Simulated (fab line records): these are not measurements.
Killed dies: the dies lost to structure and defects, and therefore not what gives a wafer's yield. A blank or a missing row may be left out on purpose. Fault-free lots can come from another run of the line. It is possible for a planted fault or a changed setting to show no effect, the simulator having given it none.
fab line records | flow n5-finfet
[record] lots = 7 | wafers = 21 | last-day = 16
route steps=1938 shown BEOL_M0@749 BEOL_M1@751
lots that met no fault: from a run of the same line without faults
start-h: hours from the record's first day to the start of the lot's first wafer shown | wait-h: hours elapsed since this lot's preceding step | " unchanged from the row above | L1.1+2: a single row standing in for several wafers | - no value present, or no start provided | * or withheld: withheld | < > ~ a bound
route shown NAME@n: names a module that has steps shown in the file, with the first one's number in the route | usual: mean/standard deviation of fault-free wafers | same: alike in all rows | chamber/n: place in a boat | sites: readings site by site | _std_site: the values' standard deviation | _edge_site: the outer-site mean with the inner-site mean subtracted | radius-mm: for every site, how far away it sits from the centre of the wafer | mask NAME#n: copy n | behind: the tool/chamber that last shaped the wafer | hold: reason for holding the lot/hours on hold/outcome of the hold | device: transistor that didn't switch, given as n, p or np | end of line: the same wafers' tests at the end of the route | for a step that has no rows: nothing shown but its recipe | killed: dies that structure and defects cost at the first sort, which is not the same as the wafer's yield | map: a wafer's dies, x killed, . not, _ none there
set.NAME: the setting as run; set.NAME@STEP: as run at that earlier step | model.NAME: the simulator's own value behind a step, which no gauge read
a table for each step, a row for each wafer; lots at some steps of the route
services: the hour from which a tool's chamber was out of use, counted from the record's first day as start-h (under 0 if before that day), plus the number of hours and why
[[steps]]
[step N5_BEOL_M0_RS_MEAS_126]
[recipe] thk-meas-gauge = four-point-probe | reads = Co_of_BEOL_M0_CO_CAP_123+Cu_of_BEOL_M0_ECD_118+Co_of_BEOL_M0_CVD_115+TaN_of_BEOL_M0_ALD_136
[usual] M0_RS = 0.530/0.025
lot.wafer | tool          | chamber | start-h | wait-h | M0_RS[ohm/sq]
L701.1    | film-metro-01 | -       | 131.17  | 0.0    | 0.553
L701.2    | "             | -       | "       | "      | 0.569
L701.6    | "             | -       | "       | "      | 0.526
L703.1    | film-metro-02 | -       | 151.64  | 0.0    | 0.574
L703.2    | "             | -       | "       | "      | 0.506
L703.3    | "             | -       | "       | "      | 0.562
L705.1    | film-metro-02 | -       | 152.03  | 0.0    | 0.532
L705.4    | "             | -       | "       | "      | 0.507
L705.5    | "             | -       | "       | "      | 0.498
L706.2    | film-metro-02 | -       | 160.15  | 0.1    | 0.573
L706.3    | "             | -       | "       | "      | 0.558
L706.6    | "             | -       | "       | "      | 0.567
L712.2    | film-metro-01 | -       | 203.69  | 0.1    | 0.534
L712.3    | "             | -       | "       | "      | 0.520
L712.4    | "             | -       | "       | "      | 0.544
L716.1    | film-metro-01 | -       | 222.98  | 0.0    | 0.540
L716.3    | "             | -       | "       | "      | 0.488
L716.4    | "             | -       | "       | "      | 0.521
L719.4    | film-metro-01 | -       | 239.24  | 0.0    | 0.516
L719.5    | "             | -       | "       | "      | 0.541
L719.6    | "             | -       | "       | "      | 0.506
[step N5_BEOL_M0_INSPECT_127]
[recipe] inspect-instrument = darkfield | mode = post-dep
[usual] raw-defect-count = 79/30
lot.wafer | tool              | chamber | start-h | wait-h | raw-defect-count
L701.1    | defect-inspect-01 | -       | 131.20  | 0.0    | 114
L701.2    | "                 | -       | "       | "      | 114
L701.6    | "                 | -       | "       | "      | 185
L703.1    | defect-inspect-01 | -       | 151.66  | 0.0    | 78
L703.2    | "                 | -       | "       | "      | 51
L703.3    | "                 | -       | "       | "      | 55
L705.1    | defect-inspect-01 | -       | 152.06  | 0.0    | 59
L705.4    | "                 | -       | "       | "      | 46
L705.5    | "                 | -       | "       | "      | 69
L706.2    | defect-inspect-02 | -       | 160.18  | 0.0    | 65
L706.3    | "                 | -       | "       | "      | 44
L706.6    | "                 | -       | "       | "      | 81
L712.2    | defect-inspect-02 | -       | 203.72  | 0.0    | 75
L712.3    | "                 | -       | "       | "      | 75
L712.4    | "                 | -       | "       | "      | 62
L716.1    | defect-inspect-02 | -       | 223.01  | 0.0    | 60
L716.3    | "                 | -       | "       | "      | 81
L716.4    | "                 | -       | "       | "      | 78
L719.4    | defect-inspect-02 | -       | 239.26  | 0.0    | 80
L719.5    | "                 | -       | "       | "      | 95
L719.6    | "                 | -       | "       | "      | 90
[step N5_BEOL_M1_ILD_DEP_00]
[recipe] material = SiOC | target-thk-a = 790 | temp-c = 350 | precursor = DEMS/O2 | pressure-torr = 5 | rf-w = 500 | time-s = 15.3
[usual] heater-power-w = 456/46 | showerhead-plenum-p-Torr = 5.703/0.013 | throttle-valve-pct = 11.7/0.48
lot.wafer | tool     | chamber | start-h | wait-h | heater-power-w | showerhead-plenum-p-Torr | throttle-valve-pct
L701.1    | pecvd-02 | 1       | 131.23  | 0.0    | 465            | 5.685                    | 12.5
L701.2    | "        | 0       | "       | "      | 469            | 5.714                    | 11.0
L701.6    | "        | 1       | "       | "      | 481            | 5.696                    | 12.5
L703.1    | pecvd-01 | 1       | 151.70  | 0.0    | 429            | 5.695                    | 11.6
L703.2    | "        | 0       | "       | "      | 462            | 5.706                    | 11.8
L703.3    | "        | 2       | "       | "      | 463            | 5.707                    | 11.4
L705.1    | pecvd-02 | 2       | 152.09  | 0.0    | 370            | 5.707                    | 11.2
L705.4    | "        | 2       | "       | "      | 370            | 5.714                    | 11.5
L705.5    | "        | 1       | "       | "      | 476            | 5.674                    | 12.8
L706.2    | pecvd-01 | 1       | 160.21  | 0.0    | 479            | 5.697                    | 11.4
L706.3    | "        | 0       | "       | "      | 496            | 5.705                    | 11.7
L706.6    | "        | 1       | "       | "      | 475            | 5.676                    | 11.8
L712.2    | pecvd-02 | 1       | 203.75  | 0.0    | 435            | 5.694                    | 12.5
L712.3    | "        | 2       | "       | "      | 360            | 5.727                    | 11.5
L712.4    | "        | 2       | "       | "      | 369            | 5.718                    | 11.8
L716.1    | pecvd-01 | 2       | 223.04  | 0.0    | 413            | 5.723                    | 11.5
L716.3    | "        | 0       | "       | "      | 503            | 5.691                    | 11.6
L716.4    | "        | 1       | "       | "      | 485            | 5.688                    | 11.8
L719.4    | pecvd-02 | 0       | 239.31  | 0.1    | 427            | 5.716                    | 11.3
L719.5    | "        | 1       | "       | "      | 402            | 5.695                    | 12.8
L719.6    | "        | 2       | "       | "      | 446            | 5.713                    | 11.7
[step N5_BEOL_M1_THK_MEAS_01]
[recipe] reads = SiOC_of_BEOL_M1_ILD_DEP_00
[usual] M1_ILD_THK = 79.5/1.3
lot.wafer | tool          | chamber | start-h | wait-h | M1_ILD_THK[nm]
L701.1    | film-metro-02 | -       | 131.30  | 0.0    | 75.9
L701.2    | "             | -       | "       | "      | 77.4
L701.6    | "             | -       | "       | "      | 77.0
L703.1    | film-metro-01 | -       | 151.77  | 0.0    | 79.4
L703.2    | "             | -       | "       | "      | 80.4
L703.3    | "             | -       | "       | "      | 79.8
L705.1    | film-metro-01 | -       | 152.16  | 0.0    | 78.0
L705.4    | "             | -       | "       | "      | 79.1
L705.5    | "             | -       | "       | "      | 79.1
L706.2    | film-metro-02 | -       | 160.28  | 0.1    | 79.9
L706.3    | "             | -       | "       | "      | 79.8
L706.6    | "             | -       | "       | "      | 80.6
L712.2    | film-metro-02 | -       | 203.82  | 0.1    | 76.4
L712.3    | "             | -       | "       | "      | 76.7
L712.4    | "             | -       | "       | "      | 79.1
L716.1    | film-metro-01 | -       | 223.11  | 0.0    | 79.8
L716.3    | "             | -       | "       | "      | 80.6
L716.4    | "             | -       | "       | "      | 80.4
L719.4    | film-metro-02 | -       | 239.37  | 0.0    | 81.0
L719.5    | "             | -       | "       | "      | 78.4
L719.6    | "             | -       | "       | "      | 80.8
[step N5_BEOL_M1_PECVD_72]
[recipe] material = SiO2 | target-thk-a = 160 | temp-c = 400 | precursor = TEOS/O2 | pressure-torr = 5.5 | rf-w = 450 | teos-flow-sccm = 53.8 | gas = O2 | flow-sccm = 3000 | time-s = 18
[usual] heater-power-w = 686/71 | showerhead-plenum-p-Torr = 8.83/0.038 | throttle-valve-pct = 22.3/0.83
lot.wafer | tool     | chamber | start-h | wait-h | heater-power-w | showerhead-plenum-p-Torr | throttle-valve-pct
L701.1    | pecvd-01 | 0       | 131.34  | 0.0    | 638            | 8.79                     | 22.1
L701.2    | "        | 0       | "       | "      | 645            | 8.80                     | 22.0
L701.6    | "        | 0       | "       | "      | 650            | 8.81                     | 22.3
L703.1    | pecvd-03 | 2       | 151.80  | 0.0    | 790            | 8.85                     | 21.7
L703.2    | "        | 1       | "       | "      | 700            | 8.83                     | 23.2
L703.3    | "        | 0       | "       | "      | 548            | 8.86                     | 23.1
L705.1    | pecvd-03 | 0       | 152.20  | 0.0    | 612            | 8.84                     | 23.0
L705.4    | "        | 0       | "       | "      | 629            | 8.86                     | 23.1
L705.5    | "        | 1       | "       | "      | 663            | 8.81                     | 22.9
L706.2    | pecvd-03 | 1       | 160.32  | 0.0    | 704            | 8.80                     | 23.4
L706.3    | "        | 0       | "       | "      | 679            | 8.86                     | 23.0
L706.6    | "        | 0       | "       | "      | 672            | 8.85                     | 22.8
L712.2    | pecvd-03 | 1       | 203.86  | 0.0    | 675            | 8.81                     | 23.2
L712.3    | "        | 0       | "       | "      | 662            | 8.84                     | 23.3
L712.4    | "        | 0       | "       | "      | 660            | 8.84                     | 23.1
L716.1    | pecvd-03 | 2       | 223.15  | 0.0    | 776            | 8.84                     | 21.3
L716.3    | "        | 0       | "       | "      | 616            | 8.85                     | 23.3
L716.4    | "        | 1       | "       | "      | 747            | 8.80                     | 23.2
L719.4    | pecvd-03 | 0       | 239.42  | 0.1    | 601            | 8.85                     | 23.3
L719.5    | "        | 1       | "       | "      | 674            | 8.81                     | 23.1
L719.6    | "        | 0       | "       | "      | 581            | 8.88                     | 23.3
[step N5_BEOL_M1_HM_DEP_02]
[recipe] material = TiN | target-thk-a = 200 | temp-c = 25 | chamber-pressure-pa = 0.49996
[usual] throttle-valve-pct = 29.7/0.85
lot.wafer | tool           | chamber | start-h | wait-h | throttle-valve-pct
L701.1    | pvd-sputter-01 | -       | 132.59  | 1.2    | 29.8
L701.2    | "              | -       | "       | "      | 29.4
L701.6    | "              | -       | "       | "      | 29.5
L703.1    | pvd-sputter-03 | -       | 155.49  | 3.7    | 29.6
L703.2    | "              | -       | "       | "      | 30.6
L703.3    | "              | -       | "       | "      | 30.6
L705.1    | pvd-sputter-03 | -       | 155.59  | 3.4    | 29.5
L705.4    | "              | -       | "       | "      | 30.5
L705.5    | "              | -       | "       | "      | 30.3
L706.2    | pvd-sputter-03 | -       | 162.28  | 1.9    | 29.7
L706.3    | "              | -       | "       | "      | 30.0
L706.6    | "              | -       | "       | "      | 29.9
L712.2    | pvd-sputter-02 | -       | 204.28  | 0.4    | 30.6
L712.3    | "              | -       | "       | "      | 30.9
L712.4    | "              | -       | "       | "      | 28.9
L716.1    | pvd-sputter-01 | -       | 223.68  | 0.5    | 27.4
L716.3    | "              | -       | "       | "      | 29.5
L716.4    | "              | -       | "       | "      | 29.2
L719.4    | pvd-sputter-03 | -       | 241.26  | 1.8    | 30.4
L719.5    | "              | -       | "       | "      | 30.3
L719.6    | "              | -       | "       | "      | 29.1
[step N5_BEOL_M1_COAT_61]
[recipe] resist = SOC | temp-c = 250 | time-s = 60 | spin-rpm = 1500 | resist-thk-nm = 60
[step N5_BEOL_M1_COAT_62]
[recipe] resist = SiARC | temp-c = 220 | time-s = 60 | spin-rpm = 1500 | resist-thk-nm = 12
[step N5_BEOL_M1_COAT_73]
[recipe] resist = underlayer | temp-c = 205 | time-s = 60 | spin-rpm = 1500 | resist-thk-nm = 5
[step N5_BEOL_M1_COAT_05]
[recipe] resist = CAR-EUV | spin-rpm = 1500 | resist-thk-nm = 30
[step N5_BEOL_M1_EBR_07]
[recipe] solvent = PGMEA | ebr-width-mm = 1.5
[step N5_BEOL_M1_SOFTBAKE_06]
[recipe] temp-c = 110 | time-s = 60 | resist = CAR-EUV
[step N5_BEOL_M1_EXPOSE_08]
[recipe] mask-id = M1 | na = 0.33 | source-shape = dipole | sigma-inner = 0.369 | sigma-outer = 0.767 | polarization = unpolarized | dose-mj = 33
[usual] dipole-opening-deg = 79.7/0 | exposure-dose-mJ-cm2 = 33.10/0.037
lot.wafer | tool           | chamber | start-h | wait-h | mask | dipole-opening-deg | exposure-dose-mJ-cm2
L701.1    | euv-scanner-02 | 0       | 132.98  | -      | M1#0 | 79.7               | 33.11
L701.2    | "              | 0       | "       | "      | M1#0 | 79.7               | 33.12
L701.6    | "              | 0       | "       | "      | M1#0 | 79.7               | 33.09
L703.1    | euv-scanner-01 | -       | 155.87  | -      | M1#0 | -                  | -
L703.2    | "              | -       | "       | "      | M1#0 | -                  | -
L703.3    | "              | -       | "       | "      | M1#0 | -                  | -
L705.1    | euv-scanner-02 | -       | 157.03  | -      | M1#0 | -                  | -
L705.4    | "              | -       | "       | "      | M1#0 | -                  | -
L705.5    | "              | -       | "       | "      | M1#0 | -                  | -
L706.2    | euv-scanner-01 | -       | 162.68  | -      | M1#0 | -                  | -
L706.3    | "              | -       | "       | "      | M1#0 | -                  | -
L706.6    | "              | -       | "       | "      | M1#0 | -                  | -
L712.2    | euv-scanner-02 | 0       | 204.67  | -      | M1#0 | 79.7               | 33.14
L712.3    | "              | 0       | "       | "      | M1#0 | 79.7               | 33.08
L712.4    | "              | 0       | "       | "      | M1#0 | 79.7               | 33.10
L716.1    | euv-scanner-01 | 0       | 224.07  | -      | M1#0 | 79.7               | 33.13
L716.3    | "              | 0       | "       | "      | M1#0 | 79.7               | 33.15
L716.4    | "              | 0       | "       | "      | M1#0 | 79.7               | 33.10
L719.4    | euv-scanner-01 | 0       | 241.54  | -      | M1#0 | 79.7               | 33.09
L719.5    | "              | 0       | "       | "      | M1#0 | 79.7               | 33.08
L719.6    | "              | 0       | "       | "      | M1#0 | 79.7               | 33.15
[step N5_BEOL_M1_PEB_09]
[recipe] peb-temp-c = 100 | peb-time-s = 60 | resist = CAR-EUV
[[services]]
tool           | chamber | start-h | hours | kind
pecvd-03       | 0       | 121.53  | 5.5   | scheduled-down
euv-scanner-01 | -       | 131.73  | 4.6   | pm
pecvd-03       | 0       | 147.55  | 3.9   | repair
euv-scanner-02 | -       | 156.02  | 1.0   | pm
euv-scanner-01 | -       | 157.06  | 1.0   | pm
euv-scanner-02 | -       | 158.71  | 1.2   | repair
pecvd-03       | 1       | 189.52  | 2.1   | scheduled-down
pecvd-03       | -       | 205.77  | 3.3   | repair
euv-scanner-02 | -       | 212.17  | 1.0   | pm
euv-scanner-01 | -       | 213.21  | 1.0   | pm
euv-scanner-01 | 0       | 226.56  | -     | calibration
pecvd-01       | -       | 227.49  | 1.4   | repair
euv-scanner-02 | -       | 230.46  | 4.6   | pm
pecvd-03       | 2       | 231.16  | 2.1   | scheduled-down
pecvd-03       | 2       | 233.29  | -     | clean
pecvd-03       | 2       | 233.29  | -     | consumable-replace:showerhead
pecvd-03       | 2       | 233.29  | 29.0  | scheduled-down
pecvd-03       | 2       | 233.29  | 29.0  | vent-cycle
[[key]]
[first-sign] step = N5_BEOL_M1_EXPOSE_08 | reading = tool-record | direction = missing
effect none on later readings
met-at N5_BEOL_M1_EXPOSE_08
struck-wafers L703.1,L703.2,L703.3,L705.1,L705.4,L705.5,L706.2,L706.3,L706.6
later-rows-left-out L703.1,L703.2,L703.3,L705.1,L705.4,L705.5,L706.2,L706.3,L706.6
sort-left-out L703.1,L703.2,L703.3,L705.1,L705.4,L705.5,L706.2,L706.3,L706.6
onset-between 132.98 155.87
[fault] kind = skipped-step-whole | tool = euv-scanner-01,euv-scanner-02 | chamber = - | onset-h = 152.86 | steps = N5_BEOL_M1_EXPOSE_08 | scope = struck-lots-only
// sort-left-out: the simulated sort isn't trusted on such a fault, so these wafers' sort isn't shown, and their yield isn't known
// later-rows-left-out: the simulator's readings of these wafers behind a module that went badly wrong aren't trusted and aren't shown, but for the sort
